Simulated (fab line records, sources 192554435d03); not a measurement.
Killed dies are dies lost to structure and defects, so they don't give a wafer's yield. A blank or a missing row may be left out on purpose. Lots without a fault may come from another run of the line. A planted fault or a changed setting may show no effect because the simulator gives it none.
Which tool did it? | flow n5_finfet | 11 lots, 33 wafers sampled, at 3 steps of a route of 1938

WHAT THE GAUGES READ, wafer by wafer
N5_BEOL_M12_THK_MEAS_01.
lot  | measured     | on            | M12_ILD_THK (nm)
L946 | day 11 15:11 | film_metro-02 | 655 665 660
L945 | day 11 23:24 | film_metro-01 | 654 670 673
L948 | day 12 16:33 | film_metro-02 | 670 669 662
L951 | day 12 21:20 | film_metro-01 | 661 660 676
L944 | day 12 21:57 | film_metro-01 | 644 661 660
L952 | day 12 23:17 | film_metro-02 | 653 663 671
L953 | day 13 14:50 | film_metro-01 | 645 651 666
L959 | day 15 12:26 | film_metro-02 | 660 656 668
L960 | day 15 23:24 | film_metro-01 | 657 667 669
L964 | day 17 03:05 | film_metro-01 | 655 654 674
L967 | day 17 10:28 | film_metro-02 | 647 671 660

WHICH TOOL RAN EACH LOT (tool, then ch and the chambers of the sampled wafers, then the start)
lot  | N5_BEOL_M11_SURFACE_TREAT_76 | N5_BEOL_M12_ILD_DEP_00
L946 | pvd_sputter-03, day 11 13:42 | pecvd-01 ch 0,1, day 11 15:01
L945 | pvd_sputter-03, day 11 21:56 | pecvd-01 ch 0,1,2, day 11 23:16
L948 | pvd_sputter-02, day 12 14:08 | pecvd-02 ch 1,2, day 12 16:25
L951 | pvd_sputter-03, day 12 18:33 | pecvd-03 ch 0,2, day 12 21:13
L944 | pvd_sputter-03, day 12 18:48 | pecvd-03 ch 1,2, day 12 21:49
L952 | pvd_sputter-03, day 12 21:45 | pecvd-03 ch 0,2, day 12 22:58
L953 | pvd_sputter-02, day 13 13:07 | pecvd-03 ch 0,1, day 13 14:42
L959 | pvd_sputter-03, day 15 10:55 | pecvd-01 ch 1,2, day 15 12:19
L960 | pvd_sputter-03, day 15 21:01 | pecvd-01 ch 0,2, day 15 23:16
L964 | pvd_sputter-01, day 17 01:44 | pecvd-01 ch 0,2, day 17 02:57
L967 | pvd_sputter-01, day 17 08:41 | pecvd-03 ch 1,2, day 17 10:20
- N5_BEOL_M11_SURFACE_TREAT_76
- N5_BEOL_M12_ILD_DEP_00: deposits SiOC from DEMS/O2, target thk 658.92 nm, time 130.7 s.

WHAT THE TOOLS THEMSELVES READ (means of the sampled wafers that have a number; where no wafer has one, the mark that the record gives instead)
N5_BEOL_M12_ILD_DEP_00.
lot  | tool     | heater_power_w (W) | showerhead_plenum_p_Torr (Torr) | throttle_valve_pct (%)
L946 | pecvd-01 | 544                | 5.699                           | 12.2
L945 | pecvd-01 | 506                | 5.697                           | 12.2
L948 | pecvd-02 | 516                | 5.700                           | 11.8
L951 | pecvd-03 | 411                | 5.694                           | 11.2
L944 | pecvd-03 | 523                | 5.692                           | 11.6
L952 | pecvd-03 | 426                | 5.694                           | 11.4
L953 | pecvd-03 | 488                | 5.690                           | 11.5
L959 | pecvd-01 | 481                | 5.685                           | 12.2
L960 | pecvd-01 | 522                | 5.701                           | 12.1
L964 | pecvd-01 | 561                | 5.706                           | 12.1
L967 | pecvd-03 | 515                | 5.698                           | 11.6

THE ANSWER, worked out from the rows above alone
Rule: what is usual is taken from the lots themselves. Put in order of their means at a reading, lots are off if they are a third of the lots or fewer, leave a main group of 4 or more, and stand apart from it by a gap of 3 or more times the standard deviation of the main group's means; of several such gaps the widest counts. A main group whose means are all the same, to the digits that the tables above print for the reading, isn't used. A lot without any number at a reading at which 4 lots or more have one is off too. The other lots that the step has rows for count as sound. The gauges are gone through in route order, then the tools' own readings, and for those a lot's mean is taken as printed above. The first step at which some lot is off is used, and at that step the reading that is off furthest; a lot without a number counts as furthest.
No lot is off at any reading shown: from this, nothing can be told.

WHAT THE SIMULATOR HAD PUT IN
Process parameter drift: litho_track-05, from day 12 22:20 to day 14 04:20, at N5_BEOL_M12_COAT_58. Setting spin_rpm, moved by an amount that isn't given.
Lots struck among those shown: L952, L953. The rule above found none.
